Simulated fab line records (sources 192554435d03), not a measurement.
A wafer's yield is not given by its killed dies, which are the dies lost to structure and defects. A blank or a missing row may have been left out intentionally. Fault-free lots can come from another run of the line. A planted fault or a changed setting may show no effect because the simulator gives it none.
Split-lot trial :: flow n5 finfet :: 7 lots, 21 wafers read, on a route of 1938 steps

== ON THE SPLIT ==
At N5_BEOL_M2_ETCH_64 (etches SOC in N2/H2, target depth 75 nm, overetch 22.5 nm, time 121.9 s), the setting bias w was moved away from the recipe's 150 W on 7 of the 21 wafers read, by -15.1% to +13.1%. All remaining wafers had this setting at the recipe value.

The split's own step is where the reading is taken.

== THE READING ==
rf vpp V, in V, at N5_BEOL_M2_ETCH_64 (etches SOC in N2/H2, target depth 75 nm, overetch 22.5 nm, time 121.9 s). Typical for fault-free wafers on this fab line: 523.1 V, with standard deviation 2.7 V.

wafer: L077.1
tool, chamber at the split: rie diel-06, 3
bias w as run, W: 169.7
against the recipe: +13.1%
rf vpp V, V: 564.6
against lot-mates on the recipe: +40.1

wafer: L077.2
tool, chamber at the split: rie diel-06, 1
bias w as run, W: 150
against the recipe: recipe
rf vpp V, V: 523.5
against lot-mates on the recipe: -

wafer: L077.5
tool, chamber at the split: rie diel-06, 0
bias w as run, W: 150
against the recipe: recipe
rf vpp V, V: 525.4
against lot-mates on the recipe: -

wafer: L078.1
tool, chamber at the split: rie diel-06, 1
bias w as run, W: 150
against the recipe: recipe
rf vpp V, V: 522.0
against lot-mates on the recipe: -

wafer: L078.4
tool, chamber at the split: rie diel-06, 3
bias w as run, W: 127.4
against the recipe: -15.1%
rf vpp V, V: 471.4
against lot-mates on the recipe: -51.1

wafer: L078.6
tool, chamber at the split: rie diel-06, 0
bias w as run, W: 150
against the recipe: recipe
rf vpp V, V: 522.9
against lot-mates on the recipe: -

wafer: L086.2
tool, chamber at the split: rie diel-05, 1
bias w as run, W: 150
against the recipe: recipe
rf vpp V, V: 522.2
against lot-mates on the recipe: -

wafer: L086.4
tool, chamber at the split: rie diel-05, 3
bias w as run, W: 150
against the recipe: recipe
rf vpp V, V: 522.1
against lot-mates on the recipe: -

wafer: L086.5
tool, chamber at the split: rie diel-05, 2
bias w as run, W: 150
against the recipe: recipe
rf vpp V, V: 527.5
against lot-mates on the recipe: -

wafer: L087.2
tool, chamber at the split: rie diel-04, 3
bias w as run, W: 150
against the recipe: recipe
rf vpp V, V: 522.0
against lot-mates on the recipe: -

wafer: L087.3
tool, chamber at the split: rie diel-04, 1
bias w as run, W: 157.7
against the recipe: +5.1%
rf vpp V, V: 537.6
against lot-mates on the recipe: +15.6

wafer: L087.5
tool, chamber at the split: rie diel-04, 2
bias w as run, W: 157.7
against the recipe: +5.1%
rf vpp V, V: 544.0
against lot-mates on the recipe: +22.0

wafer: L093.1
tool, chamber at the split: rie diel-05, 1
bias w as run, W: 150
against the recipe: recipe
rf vpp V, V: 521.7
against lot-mates on the recipe: -

wafer: L093.2
tool, chamber at the split: rie diel-05, 3
bias w as run, W: 150
against the recipe: recipe
rf vpp V, V: 523.2
against lot-mates on the recipe: -

wafer: L093.6
tool, chamber at the split: rie diel-05, 1
bias w as run, W: 150
against the recipe: recipe
rf vpp V, V: 522.5
against lot-mates on the recipe: -

wafer: L094.3
tool, chamber at the split: rie diel-05, 3
bias w as run, W: 150
against the recipe: recipe
rf vpp V, V: 521.9
against lot-mates on the recipe: -

wafer: L094.4
tool, chamber at the split: rie diel-05, 2
bias w as run, W: 150
against the recipe: recipe
rf vpp V, V: 526.0
against lot-mates on the recipe: -

wafer: L094.5
tool, chamber at the split: rie diel-05, 0
bias w as run, W: 150
against the recipe: recipe
rf vpp V, V: 528.6
against lot-mates on the recipe: -

wafer: L097.3
tool, chamber at the split: rie diel-04, 2
bias w as run, W: 162.9
against the recipe: +8.6%
rf vpp V, V: 554.0
against lot-mates on the recipe: no lot-mate on the recipe

wafer: L097.4
tool, chamber at the split: rie diel-04, 1
bias w as run, W: 162.9
against the recipe: +8.6%
rf vpp V, V: 548.9
against lot-mates on the recipe: no lot-mate on the recipe

wafer: L097.6
tool, chamber at the split: rie diel-04, 0
bias w as run, W: 162.9
against the recipe: +8.6%
rf vpp V, V: 557.1
against lot-mates on the recipe: no lot-mate on the recipe

THE FIT
A straight line over all 21 wafers: rf vpp V changes by +3.37 V for each +1% of bias w; r = +0.99; the points scatter about the line by 2.7 V.
The same after taking each lot's own level away (the mean of its wafers on the recipe; 18 wafers): +3.29 V for each +1%; r = +0.99; scatter 2.3 V.
That fit puts the effect of the largest move of bias w on the reading at 50 V.
The span of the lots' own levels, 522.00 to 525.50 V, comes to 1.3 times the standard deviation stated above.
The two slopes agree, so the slope changes little with the lot-to-lot level.
Check: with one of the wafers moved furthest among these (-15.1%) left out of the fit, the line predicts -47.7 V for it against its lot-mates. It came out at -51.1 V against them.
Tool readings at the split's step, against how far the setting was moved: rf vpp V r = +0.99.

== THE OTHER SPLITS THESE WAFERS WENT THROUGH ==
Before the reading, these wafers also passed through other splits. Each is held against what the fit with the lots' levels taken away leaves over:
other split on the same wafers: N5_GATE_CUT_COAT_35 spin rpm
wafers away from the commonest value: 11
r with rf vpp V (lot level and that fit taken away): -0.03

other split on the same wafers: N5_MOL_CONTACT_COAG_COAT_76 spin rpm
wafers away from the commonest value: 8
r with rf vpp V (lot level and that fit taken away): +0.09

other split on the same wafers: N5_MOL_CONTACT_COAG_CVD_140 target thk a
wafers away from the commonest value: 4
r with rf vpp V (lot level and that fit taken away): +0.48

other split on the same wafers: N5_BEOL_M0_SAQP_PECVD_04 time s
wafers away from the commonest value: 5
r with rf vpp V (lot level and that fit taken away): -0.12

other split on the same wafers: N5_BEOL_M0_CUTY_EXPOSE_54 dose mj
wafers away from the commonest value: 11
r with rf vpp V (lot level and that fit taken away): +0.52

other split on the same wafers: N5_BEOL_M0_ETCH_138 bias w
wafers away from the commonest value: 8
r with rf vpp V (lot level and that fit taken away): +0.23

other split on the same wafers: N5_BEOL_M1_COAT_73 spin rpm
wafers away from the commonest value: 6
r with rf vpp V (lot level and that fit taken away): -0.13

== THE WHOLE CHAIN: every reading that the file lists as answering this split, in the file's order ==
step: N5_BEOL_M2_ETCH_64
what it does: etches SOC in N2/H2, target depth 75 nm, overetch 22.5 nm, time 121.9 s
reading: rf vpp V
change (the file's fit): +3.27 V for each +1% of the setting
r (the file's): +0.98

step: N5_BEOL_M2_ETCH_64
what it does: etches SOC in N2/H2, target depth 75 nm, overetch 22.5 nm, time 121.9 s
reading: SiARC_of_BEOL_M2_COAT_62.thk nm (the simulator's own value, which no gauge read)
change (the file's fit): -0.0795 nm for each +1% of the setting
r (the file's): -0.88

== THE FILE'S OWN FIT ==
rf vpp V changes by +3.27 V for each +1% of bias w, r = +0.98.
